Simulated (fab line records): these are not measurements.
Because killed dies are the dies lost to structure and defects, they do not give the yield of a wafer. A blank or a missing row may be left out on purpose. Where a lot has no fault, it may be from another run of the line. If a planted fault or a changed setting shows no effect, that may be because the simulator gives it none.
One fault seen from 3 desks    flow n5Finfet    only its own numbers are on each desk; what lay behind them is given at the end

== THE DEFECT DESK ==
Counts from the inspections along the route, per lot, as means over the sampled wafers that have a number. Marked OUT: a lot whose mean sits more than 4 standard deviations from the usual mean, which makes it out of limits; the brackets give that distance.
Columns: A = rawDefectCount at N5_BEOL_M9_INSPECT_13, usual 432
lot   first seen here  A
L165  day 10 03:04     462
L169  day 11 11:14     356
L176  day 12 22:44     456
L179  day 14 00:26     342
L181  day 14 04:29     434
L185  day 15 03:11     454
This desk found nothing out of limits on any of the 6 lots.

== THE METROLOGY DESK ==
Means of the sampled wafers that have a number, per lot and without regard to the tool the lot ran on: this is what the gauges read. Marked OUT: a lot whose mean sits more than 4 standard deviations from the usual mean, which makes it out of limits; the brackets give that distance.
Columns: A = cdNm at N5_BEOL_M9_CD_MEAS_11, usual 64.2 nm; B = M9_OVL at N5_BEOL_M9_OVL_MEAS_12, usual -0.3 nm
lot   first seen here  A     B
L165  day 10 03:01     64.4  0.3
L169  day 11 11:11     63.9  0.2
L176  day 12 22:41     64.2  -0.6
L179  day 14 00:23     64.5  0.5
L181  day 14 04:26     64.1  -1.4
L185  day 15 03:08     63.0  -0.6
This desk found nothing out of limits on any of the 6 lots.

== AT THE TOOL OWNER'S DESK: rieDiel-05 ==
The tool's own readings at N5_BEOL_M9_ETCH_61 (etches SiARC in CF4, target depth 39 nm, time 65 s): means of the sampled wafers that have a number, for each lot that ran on this tool. Marked OUT: a lot whose mean sits more than 4 standard deviations from the usual mean, which makes it out of limits; the brackets give that distance.
Columns: A = drypumpMotorCurrentA at N5_BEOL_M9_ETCH_61, usual 5.7 A; B = etchRfOnTimeS at N5_BEOL_M9_ETCH_61, usual 64.2 s; C = oesProductAu at N5_BEOL_M9_ETCH_61, usual 0.64 a.u.; D = rfVppV at N5_BEOL_M9_ETCH_61, usual 184.0 V; E = showerheadPlenumPTorr at N5_BEOL_M9_ETCH_61, usual 2.14 Torr; F = throttleValvePct at N5_BEOL_M9_ETCH_61, usual 15.74 %
lot   first seen here  A    B                C     D      E     F
L165  day 10 03:10     5.7  63.8             0.63  183.8  2.11  15.57
L176  day 12 22:49     5.8  71.4 (+4.2) OUT  0.68  185.9  2.19  15.55
L179  day 14 00:31     5.8  67.9             0.69  183.9  2.19  15.56
This desk finds L176 out of limits, L176 being first, at day 12 22:49 (etchRfOnTimeS at N5_BEOL_M9_ETCH_61). In limits: L165, L179.

== PUT TOGETHER ==
The tool owner's desk had the chance to raise an alarm at day 12 22:49 on L176.
Nothing the defect desk looked at was out of limits.
Nothing out of limits was seen by the metrology desk.
The defect desk has L176 on record, within its limits.
The metrology desk holds a record of L176, inside its limits.
Of the lots named, all ran N5_BEOL_M9_ETCH_61 on rieDiel-05.

== WHAT HAD BEEN PUT IN BY THE SIMULATOR ==
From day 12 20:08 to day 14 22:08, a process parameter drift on rieDiel-05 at N5_BEOL_M9_ETCH_61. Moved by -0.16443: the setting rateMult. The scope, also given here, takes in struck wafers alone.
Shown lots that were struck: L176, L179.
Delay in hours, fault start to first out-of-limits reading, by desk: the tool owner's desk at 3.
